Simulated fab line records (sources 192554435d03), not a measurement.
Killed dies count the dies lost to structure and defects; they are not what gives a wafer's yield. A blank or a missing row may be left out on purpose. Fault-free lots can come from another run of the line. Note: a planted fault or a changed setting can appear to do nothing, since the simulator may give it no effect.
The same fault as seen by 3 desks ; flow n5 finfet ; numbers are kept per desk, each desk with only its own; the story behind them comes last

== FROM THE METROLOGY DESK ==
Means of the sampled wafers that have a number, per lot and without regard to the tool the lot ran on: this is what the gauges read. If a lot's mean is further than 4 standard deviations from the usual mean, the lot is out of limits and carries the mark OUT (the distance appears in the brackets). Readings shown: 7 of its 12, picked as those furthest out on some lot.
Columns: A = cd nm at N5_HKMG_FIN_CD_MEAS_49, usual 201.6 nm; B = DIBL_P at N5_BEOL_M4_RC_MEAS_101, usual 35.9 mV/V; C = IOFF_N at N5_BEOL_M4_RC_MEAS_101, usual 0.16 nA/um; D = IOFF_P at N5_BEOL_M4_RC_MEAS_101, usual 0.21 nA/um; E = SS_P at N5_BEOL_M4_RC_MEAS_101, usual 73.2 mV/dec; F = VT_N at N5_BEOL_M4_RC_MEAS_101, usual 250 mV; G = VT_P at N5_BEOL_M4_RC_MEAS_101, usual -251 mV
lot;first seen here;A;B;C;D;E;F;G
L700;day 5 06:21;199.9;38.2;0.18;0.22;73.8;250;-253
L701;day 5 10:09;202.6;36.3;0.15;0.22;72.8;250;-248
L702;day 5 13:12;201.0;36.3;0.16;0.21;73.4;250;-249
L703;day 6 01:08;201.9;34.8;0.15;0.20;73.0;249;-251
L717;day 9 04:37;201.4;37.0;0.16;0.23;73.6;251;-250
L718;day 9 12:25;202.2;33.6;0.12;0.16;72.4;254;-255
This desk's finding: nothing out of limits on any of the 6 lots.

== AT THE TOOL OWNER'S DESK: rie diel-04 ==
The tool's own readings at N5_HKMG_FIN_ETCH_58 (etches SOC in N2/H2, target depth 215.8 nm, time 741 s): means of the sampled wafers that have a number, for each lot that ran on this tool. If a lot's mean is further than 4 standard deviations from the usual mean, the lot is out of limits and carries the mark OUT (the distance appears in the brackets).
Columns: A = drypump motor current A at N5_HKMG_FIN_ETCH_58, usual 5.5 A; B = oes product au at N5_HKMG_FIN_ETCH_58, usual 0.81 a.u.; C = rf fwd power W at N5_HKMG_FIN_ETCH_58, usual 874.0 W; D = rf vpp V at N5_HKMG_FIN_ETCH_58, usual 99.1 V; E = showerhead plenum p Torr at N5_HKMG_FIN_ETCH_58, usual 2.56 Torr; F = throttle valve pct at N5_HKMG_FIN_ETCH_58, usual 17.90 %
lot;first seen here;A;B;C;D;E;F
L700;day 5 06:44;5.4;0.97;875.4;99.6;2.51;17.95
L701;day 5 10:53;5.2;0.93;873.0;99.3;2.53;17.78
L702;day 5 13:43;5.5;0.75;664.2 (-84) OUT;109.4 (+12) OUT;2.56;17.74
L703;day 6 01:31;5.5;0.75;664.8 (-84) OUT;109.3 (+11) OUT;2.56;17.75
L717;day 9 05:02;5.5;0.83;876.2;99.4;2.55;17.80
Finding of this desk: L702, L703 out of limits; the first was L702 at day 5 13:43, on rf fwd power W at N5_HKMG_FIN_ETCH_58. L700, L701, L717 stayed within limits.

== THE DEFECT DESK ==
Inspection counts along the route, by lot: the mean over sampled wafers that carry a number. If a lot's mean is further than 4 standard deviations from the usual mean, the lot is out of limits and carries the mark OUT (the distance appears in the brackets).
Columns: A = raw defect count at N5_HKMG_FIN_INSPECT_61, usual 2.2
lot;first seen here;A
L700;day 5 06:25;3.0
L701;day 5 10:12;2.0
L702;day 5 13:15;3.3
L703;day 6 01:11;2.0
L717;day 9 04:40;0.7
L718;day 9 12:28;2.7
This desk's finding: nothing out of limits on any of the 6 lots.

== PUT TOGETHER ==
The tool owner's desk could have raised an alarm at day 5 13:43, on L702, L703.
From the metrology desk's view, nothing was out of limits.
Nothing the defect desk looked at was out of limits.
The metrology desk has L702, L703 on record, within its limits.
The defect desk has L702, L703 on record, within its limits.
All the named lots went through N5_HKMG_FIN_ETCH_58 on rie diel-04.

== WHAT THE SIMULATOR PUT IN ==
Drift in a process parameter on rie diel-04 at N5_HKMG_FIN_ETCH_58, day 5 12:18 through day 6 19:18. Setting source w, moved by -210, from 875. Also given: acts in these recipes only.
Shown lots that were struck: L702, L703.
Each desk's first reading out of limits, in hours after the fault started: the tool owner's desk, 1.
